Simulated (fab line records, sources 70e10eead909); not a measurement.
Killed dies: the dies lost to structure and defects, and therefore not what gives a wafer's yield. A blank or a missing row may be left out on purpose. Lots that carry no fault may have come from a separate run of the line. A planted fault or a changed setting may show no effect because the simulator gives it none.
fab line records    flow nand_harc
record lots=5  wafers=15  last_day=33
route steps=1302 shown A_SOURCE_PLATE@420 A_ONON_D1@424 END@1302
lots untouched by any fault: they come from a run of this same line in which no faults occurred
start_h: hours from the record's first day to the start of the lot's first wafer shown    wait_h: time in hours since the lot's previous step    " identical to the entry in the row above    L1.1+2: a row that stands for several wafers    - no value, or no start was given    * or withheld: withheld    < > ~ a bound
route shown NAME@n: NAME is a module with steps in the file, n the number in the route of the first one    usual: mean/standard deviation of fault-free wafers    same: alike in all rows    chamber/n: place in a boat    sites: readings site by site    _std_site: how widely they spread, as a standard deviation    _edge_site: inner sites' mean taken away from outer sites' mean    radius_mm: how far each site lies from the wafer's centre    mask NAME#n: copy n    behind: the last tool/chamber to shape the wafer    hold: reason for holding the lot/hours on hold/outcome of the hold    device: transistor that didn't switch, given as n, p or np    end of line: the route-end tests of the same wafers    step lacking rows: just its recipe    killed: at the first sort, the dies lost to defects and structure; wafer yield is something else    map: dies across one wafer; x = killed, . = not, _ = none there
set.NAME: the setting that was run; set.NAME@STEP: the one run at that earlier step    model.NAME: the simulator's own value behind a step, which no gauge read
lots at some steps of the route; a table a step, a row a wafer
services: the hour from which a tool's chamber was out of use, counted from the record's first day as start_h (under 0 if before that day), plus the number of hours and why
## steps
# step NHARC_A_SOURCE_PLATE_THK_MEAS_06
# recipe thk_meas_gauge=ellipsometry
# usual thk_nm=200.4/2.1
lot.wafer  tool           chamber  start_h  wait_h  thk_nm
L315.3     film_metro-01  -        208.08   0.4     201.1
L315.4     "              -        "        "       202.0
L315.5     "              -        "        "       203.5
L317.1     film_metro-02  -        232.36   0.4     203.8
L317.2     "              -        "        "       202.5
L317.3     "              -        "        "       202.1
L325.4     film_metro-01  -        310.34   0.4     198.9
L325.5     "              -        "        "       199.3
L325.6     "              -        "        "       197.8
L330.1     film_metro-01  -        364.85   0.4     201.0
L330.2     "              -        "        "       200.1
L330.6     "              -        "        "       198.3
L333.1     film_metro-01  -        381.51   0.4     198.5
L333.2     "              -        "        "       197.4
L333.3     "              -        "        "       198.8
# step NHARC_A_SOURCE_PLATE_INSPECT_08
# usual raw_defect_count=57/22
lot.wafer  tool               chamber  start_h  wait_h  raw_defect_count
L315.3     defect_inspect-01  -        208.16   0.0     41
L315.4     "                  -        "        "       50
L315.5     "                  -        "        "       58
L317.1     defect_inspect-01  -        232.43   0.0     32
L317.2     "                  -        "        "       32
L317.3     "                  -        "        "       44
L325.4     defect_inspect-02  -        310.41   0.0     45
L325.5     "                  -        "        "       67
L325.6     "                  -        "        "       25
L330.1     defect_inspect-01  -        364.92   0.0     52
L330.2     "                  -        "        "       64
L330.6     "                  -        "        "       55
L333.1     defect_inspect-02  -        381.57   0.0     25
L333.2     "                  -        "        "       16
L333.3     "                  -        "        "       42
# step NHARC_A_ONON_D1_DEP_00
# recipe target_thk_a=10000  n2_flow_sccm=2750  n2o_flow_sccm=2000  nh3_flow_sccm=500  sih4_flow_sccm=210  temp_c=400
# step NHARC_A_ONON_D1_THK_MEAS_02
# recipe thk_meas_gauge=ellipsometry
# usual thk_nm=996/11
lot.wafer  tool           chamber  start_h  wait_h  thk_nm
L315.3     film_metro-01  -        208.73   -       999
L315.4     "              -        "        "       998
L315.5     "              -        "        "       999
L317.1     film_metro-01  -        233.01   -       985
L317.2     "              -        "        "       986
L317.3     "              -        "        "       984
L325.4     film_metro-02  -        310.99   -       1000
L325.5     "              -        "        "       1001
L325.6     "              -        "        "       1000
L330.1     film_metro-02  -        365.50   -       996
L330.2     "              -        "        "       997
L330.6     "              -        "        "       996
L333.1     film_metro-01  -        382.15   -       987
L333.2     "              -        "        "       986
L333.3     "              -        "        "       988
# step NHARC_A_ONON_D1_DEP_03
# recipe target_thk_a=10000  n2_flow_sccm=2750  n2o_flow_sccm=2000  nh3_flow_sccm=500  sih4_flow_sccm=210  temp_c=400
# step NHARC_A_ONON_D1_THK_MEAS_05
# recipe thk_meas_gauge=ellipsometry
# usual thk_nm=1002/9.1
lot.wafer  tool           chamber  start_h  wait_h  thk_nm
L315.3     film_metro-01  -        209.30   -       1007
L315.4     "              -        "        "       1006
L315.5     "              -        "        "       1006
L317.1     film_metro-01  -        233.57   -       1002
L317.2     "              -        "        "       1003
L317.3     "              -        "        "       1005
L325.4     film_metro-01  -        311.55   -       993
L325.5     "              -        "        "       992
L325.6     "              -        "        "       993
L330.1     film_metro-01  -        366.07   -       1022
L330.2     "              -        "        "       1025
L330.6     "              -        "        "       1024
L333.1     film_metro-01  -        382.72   -       1013
L333.2     "              -        "        "       1012
L333.3     "              -        "        "       1014
# step NHARC_A_ONON_D1_DEP_06
# recipe target_thk_a=10000  n2_flow_sccm=2750  n2o_flow_sccm=2000  nh3_flow_sccm=500  sih4_flow_sccm=210  temp_c=400
# step NHARC_A_ONON_D1_THK_MEAS_08
# recipe thk_meas_gauge=ellipsometry
# usual thk_nm=1001/9
lot.wafer  tool           chamber  start_h  wait_h  thk_nm
L315.3     film_metro-01  -        209.86   -       1008
L315.4     "              -        "        "       1007
L315.5     "              -        "        "       1007
L317.1     film_metro-02  -        234.14   -       1001
L317.2     "              -        "        "       1001
L317.3     "              -        "        "       1004
L325.4     film_metro-01  -        312.12   -       1007
L325.5     "              -        "        "       1006
L325.6     "              -        "        "       1008
L330.1     film_metro-02  -        366.64   -       1000
L330.2     "              -        "        "       1003
L330.6     "              -        "        "       999
L333.1     film_metro-01  -        383.29   -       995
L333.2     "              -        "        "       998
L333.3     "              -        "        "       997
# step NHARC_A_ONON_D1_DEP_09
# recipe target_thk_a=10000  n2_flow_sccm=2750  n2o_flow_sccm=2000  nh3_flow_sccm=500  sih4_flow_sccm=210  temp_c=400
# step NHARC_A_ONON_D1_THK_MEAS_11
# recipe thk_meas_gauge=ellipsometry
# usual thk_nm=998/7.8
lot.wafer  tool           chamber  start_h  wait_h  thk_nm
L315.3     film_metro-02  -        210.43   -       986
L315.4     "              -        "        "       987
L315.5     "              -        "        "       986
L317.1     film_metro-02  -        234.71   -       993
L317.2     "              -        "        "       991
L317.3     "              -        "        "       991
L325.4     film_metro-01  -        312.68   -       1003
L325.5     "              -        "        "       1004
L325.6     "              -        "        "       1001
L330.1     film_metro-01  -        367.20   -       994
L330.2     "              -        "        "       992
L330.6     "              -        "        "       991
L333.1     film_metro-01  -        383.85   -       1013
L333.2     "              -        "        "       1014
L333.3     "              -        "        "       1014
# step NHARC_A_ONON_D1_DEP_12
# recipe target_thk_a=10000  n2_flow_sccm=2750  n2o_flow_sccm=2000  nh3_flow_sccm=500  sih4_flow_sccm=210  temp_c=400
lot.wafer   tool           chamber  start_h  wait_h
L315.3+4+5  pecvd_onon-02  0        210.60   0.2
L317.1+2+3  pecvd_onon-02  0        234.76   0.1
L325.4+5+6  pecvd_onon-01  0        312.91   0.2
L330.1+2+6  pecvd_onon-01  0        367.26   0.1
L333.1+2+3  pecvd_onon-02  0        383.91   0.1
# step NHARC_A_ONON_D1_THK_MEAS_14
# recipe thk_meas_gauge=ellipsometry
# usual thk_nm=1001/9.8
lot.wafer  tool           chamber  start_h  wait_h  hold                      thk_nm
L315.3     film_metro-01  -        210.99   -       -                         1005
L315.4     "              -        "        "       -                         1004
L315.5     "              -        "        "       -                         1005
L317.1     film_metro-02  -        235.27   -       await_dispo/0.2h/release  998
L317.2     "              -        "        "       await_dispo/0.2h/release  880
L317.3     "              -        "        "       await_dispo/0.2h/release  995
L317.1     film_metro-02  -        235.44   0.2     -                         998
L317.2     "              -        "        "       -                         880
L317.3     "              -        "        "       -                         996
L325.4     film_metro-01  -        313.25   -       -                         1011
L325.5     "              -        "        "       -                         1011
L325.6     "              -        "        "       -                         1011
L330.1     film_metro-02  -        367.77   -       -                         1011
L330.2     "              -        "        "       -                         1013
L330.6     "              -        "        "       -                         1012
L333.1     film_metro-01  -        384.42   -       -                         995
L333.2     "              -        "        "       -                         997
L333.3     "              -        "        "       -                         996
# step NHARC_END_SORT_01
# recipe temp_c=25
# usual killed_at_array=52/19  killed_at_other=1.0/1.2  killed_at_periphery=4.1/2.8  killed_dies=57/19  killed_open=3.1/1.7  killed_short=2.5/1.5
# same gross_dies=677
lot.wafer  tool       chamber  start_h  wait_h  hold                      killed_at_array  killed_at_other  killed_at_periphery  killed_dies  killed_open  killed_short
L315.3     prober-02  0        607.23   3.1     -                         54               1                3                    58           0            2
L315.4     prober-02  0        608.02   3.4     -                         51               0                3                    54           2            1
L315.5     prober-02  0        608.82   3.7     -                         59               0                9                    68           5            7
L317.1     prober-01  0        624.31   2.5     await_dispo/2.6h/release  77               2                2                    81           2            5
L317.2     prober-01  0        625.11   2.8     await_dispo/2.6h/release  671              0                6                    677          6            4
L317.3     prober-01  0        625.91   3.1     await_dispo/2.6h/release  90               1                3                    94           3            2
L325.4     prober-02  0        696.08   3.4     -                         55               0                1                    56           3            2
L325.5     prober-02  0        696.88   3.7     -                         34               0                4                    38           3            2
L325.6     prober-02  0        697.67   4.0     -                         67               1                1                    69           5            3
L330.1     prober-02  0        749.33   2.5     -                         48               1                5                    54           2            4
L330.2     prober-02  0        750.15   2.8     -                         59               1                7                    67           4            1
L330.6     prober-02  0        753.42   4.1     -                         67               1                4                    72           2            5
# killed by level:class
L315.3 A_CHANNEL_HOLE_D1:chamber_film_flake=31 A_CHANNEL_HOLE_D2:chamber_film_flake=6 A_CONTACT:chamber_film_flake=6 A_STAIRCASE:chamber_film_flake=3 P_M2:chamber_film_flake=2 A_DECK1_JOINT:chamber_film_flake=2 A_CHANNEL_FILL_D2:chamber_film_flake=2 A_CHANNEL_HOLE_D2:geometric_particle:short=1
L315.4 A_CHANNEL_HOLE_D1:chamber_film_flake=29 A_CHANNEL_HOLE_D2:chamber_film_flake=9 A_CHANNEL_FILL_D2:chamber_film_flake=4 P_M2:chamber_film_flake=2 A_DECK1_JOINT:chamber_film_flake=2 A_CONTACT:chamber_film_flake=2 A_CHANNEL_HOLE_D1:geometric_particle:short=1 A_DECK1_JOINT:geometric_particle:open=1
L315.5 A_CHANNEL_HOLE_D1:chamber_film_flake=38 A_CHANNEL_HOLE_D2:chamber_film_flake=6 P_M2:chamber_film_flake=5 A_CHANNEL_FILL_D1:geometric_particle:short=2 A_WL_FILL:geometric_particle:open=2 P_STI:chamber_film_flake=2 P_GATE:geometric_particle:short=1 A_ONON_D2:geometric_particle:short=1
L317.1 A_SLIT:chamber_film_flake=31 A_CHANNEL_HOLE_D2:chamber_film_flake=24 A_CONTACT:chamber_film_flake=5 A_STAIRCASE:chamber_film_flake=4 A_WL_FILL:chamber_film_flake=4 A_CHANNEL_FILL_D1:chamber_film_flake=2 P_M0:geometric_particle:short=1 A_ONON_D1:geometric_particle:short=1
L317.2 A_ONON_D1:area_dep=598 A_CHANNEL_HOLE_D2:chamber_film_flake=35 A_SLIT:chamber_film_flake=12 A_STAIRCASE:chamber_film_flake=5 A_CONTACT:chamber_film_flake=5 A_CHANNEL_HOLE_D1:chamber_film_flake=4 P_M0:geometric_particle:open=2 P_GATE:chamber_film_flake=2
L317.3 A_CHANNEL_HOLE_D2:chamber_film_flake=38 A_SLIT:chamber_film_flake=26 A_CONTACT:chamber_film_flake=8 A_CHANNEL_HOLE_D1:chamber_film_flake=6 A_STAIRCASE:chamber_film_flake=5 P_GATE:chamber_film_flake=2 A_SGD_CUT:chamber_film_flake=2 P_CONTACT:geometric_particle:open=1
L325.4 A_SLIT:chamber_film_flake=32 A_CHANNEL_HOLE_D2:chamber_film_flake=9 A_CHANNEL_HOLE_D1:chamber_film_flake=5 A_STAIRCASE:chamber_film_flake=2 A_ONON_D1:geometric_particle:short=1 A_ONON_D1:geometric_particle:open=1 A_ONON_D2:geometric_particle:open=1 A_CHANNEL_FILL_D2:geometric_particle:short=1
L325.5 A_SLIT:chamber_film_flake=12 A_CHANNEL_HOLE_D1:chamber_film_flake=10 A_CHANNEL_HOLE_D2:chamber_film_flake=7 A_CONTACT:chamber_film_flake=2 P_GATE:geometric_particle:open=1 P_M0:geometric_particle:open=1 P_M1:geometric_particle:open=1 A_ONON_D2:geometric_particle:short=1
L325.6 A_SLIT:chamber_film_flake=33 A_CHANNEL_HOLE_D2:chamber_film_flake=12 A_CHANNEL_HOLE_D1:chamber_film_flake=5 A_CONTACT:chamber_film_flake=4 A_CHANNEL_FILL_D1:geometric_particle:short=2 A_CHANNEL_FILL_D2:geometric_particle:open=2 A_CHANNEL_FILL_D1:chamber_film_flake=2 A_DECK1_JOINT:chamber_film_flake=2
L330.1 A_CHANNEL_HOLE_D1:chamber_film_flake=16 A_CHANNEL_HOLE_D2:chamber_film_flake=11 A_SLIT:chamber_film_flake=8 A_SGD_CUT:chamber_film_flake=4 P_STI:chamber_film_flake=3 A_CONTACT:chamber_film_flake=3 P_BONDPAD:geometric_particle:short=1 A_ONON_D1:geometric_particle:short=1
L330.2 A_SLIT:chamber_film_flake=21 A_CHANNEL_HOLE_D2:chamber_film_flake=20 A_CHANNEL_HOLE_D1:chamber_film_flake=7 A_DECK1_JOINT:chamber_film_flake=4 P_CONTACT:chamber_film_flake=3 A_SGD_CUT:chamber_film_flake=2 P_M0:geometric_particle:open=1 P_M2:geometric_particle:open=1
L330.6 A_SLIT:chamber_film_flake=26 A_CHANNEL_HOLE_D2:chamber_film_flake=17 A_CHANNEL_HOLE_D1:chamber_film_flake=9 A_CHANNEL_FILL_D1:geometric_particle:short=3 A_SGD_CUT:chamber_film_flake=3 P_CONTACT:chamber_film_flake=2 A_DECK1_JOINT:chamber_film_flake=2 A_CHANNEL_FILL_D1:geometric_particle:open=1
# map L317.2 (x killed, . not)
____________x____________
_________xxxxxxx_________
_______xxxxxxxxxxx_______
______xxxxxxxxxxxxx______
_____xxxxxxxxxxxxxxx_____
____xxxxxxxxxxxxxxxxx____
____xxxxxxxxxxxxxxxxx____
___xxxxxxxxxxxxxxxxxxx___
___xxxxxxxxxxxxxxxxxxx___
__xxxxxxxxxxxxxxxxxxxxx__
__xxxxxxxxxxxxxxxxxxxxx__
_xxxxxxxxxxxxxxxxxxxxxxx_
_xxxxxxxxxxxxxxxxxxxxxxx_
_xxxxxxxxxxxxxxxxxxxxxxx_
_xxxxxxxxxxxxxxxxxxxxxxx_
_xxxxxxxxxxxxxxxxxxxxxxx_
xxxxxxxxxxxxxxxxxxxxxxxxx
xxxxxxxxxxxxxxxxxxxxxxxxx
xxxxxxxxxxxxxxxxxxxxxxxxx
xxxxxxxxxxxxxxxxxxxxxxxxx
xxxxxxxxxxxxxxxxxxxxxxxxx
_xxxxxxxxxxxxxxxxxxxxxxx_
_xxxxxxxxxxxxxxxxxxxxxxx_
_xxxxxxxxxxxxxxxxxxxxxxx_
_xxxxxxxxxxxxxxxxxxxxxxx_
_xxxxxxxxxxxxxxxxxxxxxxx_
__xxxxxxxxxxxxxxxxxxxxx__
__xxxxxxxxxxxxxxxxxxxxx__
___xxxxxxxxxxxxxxxxxxx___
___xxxxxxxxxxxxxxxxxxx___
____xxxxxxxxxxxxxxxxx____
____xxxxxxxxxxxxxxxxx____
_____xxxxxxxxxxxxxxx_____
______xxxxxxxxxxxxx______
_______xxxxxxxxxxx_______
_________xxxxxxx_________
____________x____________
# map L333.2 (x killed, . not)
____________.____________
_________......._________
_______..........._______
______.............______
_____..x.x.........._____
____.......x.........____
____....x.x..........____
___.......x...........___
___............x......___
__.....................__
__...xx................__
_...xxxx..xx............_
_..xxxx.x..x.....x......_
_..xxxxxx.....x........._
_..xxxxx.x.............._
_...xxxxx........x.x...._
...xxxx.x................
....xxx..................
x.x.xxxxx................
.x....x..................
x....xxx.................
_......x................_
_x......................_
_x......................_
_......xx..............._
_........x.......x..x..._
__................x....__
__......x..............__
___...............x...___
___...................___
____.................____
____.................____
_____..............._____
______.............______
_______..........._______
_________......._________
____________.____________
## services
tool           chamber  start_h  hours  kind
pecvd_onon-01  -        269.43   13.0   pm
pecvd_onon-01  -        289.30   7.6    repair
pecvd_onon-01  -        355.08   1.0    repair
pecvd_onon-02  -        366.48   13.0   pm
## key
first_sign step=NHARC_A_ONON_D1_THK_MEAS_14  reading=visit  direction=added
effect step=NHARC_A_ONON_D1_THK_MEAS_14  reading=thk_nm  direction=down  sigmas=12  usual=1001  struck=880
effect step=NHARC_END_SORT_01  reading=killed_dies  direction=up  sigmas=33  usual=57  struck=677
more_kills_born_at NHARC_A_ONON_D1_DEP_12@pecvd_onon-02=598
met_at NHARC_A_ONON_D1_DEP_12
struck_wafers L317.2
later_rows_left_out L317.2
tester_left_out L317
onset_between 210.60 234.76
fault kind=process_parameter_drift  tool=pecvd_onon-02  chamber=-  onset_h=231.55  steps=NHARC_A_ONON_D1_DEP_12  channel=target_thk_a  offset=*  shape=step  end_h=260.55  scope=struck_wafers_only  acts_in=*  stated=*
# tester_left_out: of these lots the tester's yield and bins aren't shown, on N5 and GAA mostly nor the transistor test; their killed dies are dies lost to structure and defects alone, not to doping, threshold or leakage, so they don't give the yield
# later_rows_left_out: the simulator's readings of these wafers behind a module that went badly wrong aren't trusted and aren't shown, but for the sort
